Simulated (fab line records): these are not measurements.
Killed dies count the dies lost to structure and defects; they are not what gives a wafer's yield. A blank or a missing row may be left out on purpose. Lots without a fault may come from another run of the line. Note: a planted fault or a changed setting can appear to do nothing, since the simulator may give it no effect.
Matching of chambers :: flow n5-finfet :: 4 sister chambers for N5_MOL_CONTACT_COAG_ETCH_48 on rie-diel-06
The step etches SiOC in C4F6/O2, target depth 15 nm, overetch 4.5 nm, time 17 s. 20 wafers are shown with their chamber, then 10 later ones without.

WAFERS PAIRED WITH THEIR CHAMBERS
wafer: L078.1
chamber: 2
showerhead-plenum-p-Torr (Torr): 3.02
rf-vpp-V (V): 1612
drypump-motor-current-A (A): 5.4

wafer: L078.3
chamber: 3
showerhead-plenum-p-Torr (Torr): 2.77
rf-vpp-V (V): 1555
drypump-motor-current-A (A): 4.9

wafer: L078.5
chamber: 1
showerhead-plenum-p-Torr (Torr): 2.95
rf-vpp-V (V): 1577
drypump-motor-current-A (A): 5.3

wafer: L079.3
chamber: 2
showerhead-plenum-p-Torr (Torr): 3.02
rf-vpp-V (V): 1611
drypump-motor-current-A (A): 5.4

wafer: L079.4
chamber: 0
showerhead-plenum-p-Torr (Torr): 2.82
rf-vpp-V (V): 1596
drypump-motor-current-A (A): 5.8

wafer: L079.6
chamber: 2
showerhead-plenum-p-Torr (Torr): 3.02
rf-vpp-V (V): 1612
drypump-motor-current-A (A): 5.4

wafer: L080.1
chamber: 1
showerhead-plenum-p-Torr (Torr): 2.95
rf-vpp-V (V): 1575
drypump-motor-current-A (A): 5.4

wafer: L080.2
chamber: 3
showerhead-plenum-p-Torr (Torr): 2.77
rf-vpp-V (V): 1556
drypump-motor-current-A (A): 4.9

wafer: L080.6
chamber: 0
showerhead-plenum-p-Torr (Torr): 2.82
rf-vpp-V (V): 1596
drypump-motor-current-A (A): 5.8

wafer: L082.1
chamber: 0
showerhead-plenum-p-Torr (Torr): 2.82
rf-vpp-V (V): 1595
drypump-motor-current-A (A): 5.8

wafer: L082.3
chamber: 2
showerhead-plenum-p-Torr (Torr): 3.02
rf-vpp-V (V): 1611
drypump-motor-current-A (A): 5.4

wafer: L082.6
chamber: 0
showerhead-plenum-p-Torr (Torr): 2.82
rf-vpp-V (V): 1596
drypump-motor-current-A (A): 5.8

wafer: L083.2
chamber: 1
showerhead-plenum-p-Torr (Torr): 2.95
rf-vpp-V (V): 1578
drypump-motor-current-A (A): 5.3

wafer: L083.5
chamber: 2
showerhead-plenum-p-Torr (Torr): 3.02
rf-vpp-V (V): 1612
drypump-motor-current-A (A): 5.4

wafer: L083.6
chamber: 3
showerhead-plenum-p-Torr (Torr): 2.77
rf-vpp-V (V): 1555
drypump-motor-current-A (A): 4.9

wafer: L084.1
chamber: 3
showerhead-plenum-p-Torr (Torr): 2.77
rf-vpp-V (V): 1555
drypump-motor-current-A (A): 4.9

wafer: L084.2
chamber: 0
showerhead-plenum-p-Torr (Torr): 2.81
rf-vpp-V (V): 1596
drypump-motor-current-A (A): 5.8

wafer: L084.5
chamber: 0
showerhead-plenum-p-Torr (Torr): 2.81
rf-vpp-V (V): 1597
drypump-motor-current-A (A): 5.8

wafer: L085.2
chamber: 2
showerhead-plenum-p-Torr (Torr): 3.01
rf-vpp-V (V): 1613
drypump-motor-current-A (A): 5.4

wafer: L085.4
chamber: 1
showerhead-plenum-p-Torr (Torr): 2.95
rf-vpp-V (V): 1578
drypump-motor-current-A (A): 5.4

SIGNATURES (means of the wafers above)
reading: showerhead-plenum-p-Torr
chamber 0: 2.8167
chamber 1: 2.9500
chamber 2: 3.0183
chamber 3: 2.7700
scatter within a chamber: 0.00368

reading: rf-vpp-V
chamber 0: 1596.00
chamber 1: 1577.00
chamber 2: 1611.83
chamber 3: 1555.25
scatter within a chamber: 0.851

reading: drypump-motor-current-A
chamber 0: 5.800
chamber 1: 5.350
chamber 2: 5.400
chamber 3: 4.900
scatter within a chamber: 0.025
Rule: a wafer's distance from a chamber is the root of the sum, over the readings, of the square of ((its reading less the chamber's mean) divided by the reading's scatter). If the next closest chamber is less than 2 further off than the closest, the wafer can't be placed; otherwise it belongs to the closest. How the scatter is found: for the shown wafers, subtract from each reading the mean of its chamber, square and add these, divide the total by (wafers less chambers), then take the root.

WAFERS WHOSE CHAMBER IS MISSING
wafer: L085.5
showerhead-plenum-p-Torr (Torr): 2.77
rf-vpp-V (V): 1555
drypump-motor-current-A (A): 4.9

wafer: L089.1
showerhead-plenum-p-Torr (Torr): 2.81
rf-vpp-V (V): 1596
drypump-motor-current-A (A): 5.8

wafer: L089.2
showerhead-plenum-p-Torr (Torr): 2.77
rf-vpp-V (V): 1554
drypump-motor-current-A (A): 4.9

wafer: L089.6
showerhead-plenum-p-Torr (Torr): 2.77
rf-vpp-V (V): 1554
drypump-motor-current-A (A): 4.9

wafer: L094.3
showerhead-plenum-p-Torr (Torr): 3.01
rf-vpp-V (V): 1611
drypump-motor-current-A (A): 5.4

wafer: L094.5
showerhead-plenum-p-Torr (Torr): 3.01
rf-vpp-V (V): 1611
drypump-motor-current-A (A): 5.4

wafer: L094.6
showerhead-plenum-p-Torr (Torr): 2.94
rf-vpp-V (V): 1577
drypump-motor-current-A (A): 5.3

wafer: L097.3
showerhead-plenum-p-Torr (Torr): 2.80
rf-vpp-V (V): 1595
drypump-motor-current-A (A): 5.8

wafer: L097.4
showerhead-plenum-p-Torr (Torr): 2.94
rf-vpp-V (V): 1577
drypump-motor-current-A (A): 5.4

wafer: L097.5
showerhead-plenum-p-Torr (Torr): 2.76
rf-vpp-V (V): 1555
drypump-motor-current-A (A): 4.9

WHICH CHAMBER EACH ONE RAN IN
wafer: L085.5
from the rows above: 3
in truth: 3

wafer: L089.1
from the rows above: 0
in truth: 0

wafer: L089.2
from the rows above: 3
in truth: 3

wafer: L089.6
from the rows above: 3
in truth: 3

wafer: L094.3
from the rows above: 2
in truth: 2

wafer: L094.5
from the rows above: 2
in truth: 2

wafer: L094.6
from the rows above: 1
in truth: 1

wafer: L097.3
from the rows above: 0
in truth: 0

wafer: L097.4
from the rows above: 1
in truth: 1

wafer: L097.5
from the rows above: 3
in truth: 3
Placed correctly: 10 of 10. From these rows, 0 cannot be placed. Wrongly placed: 0.
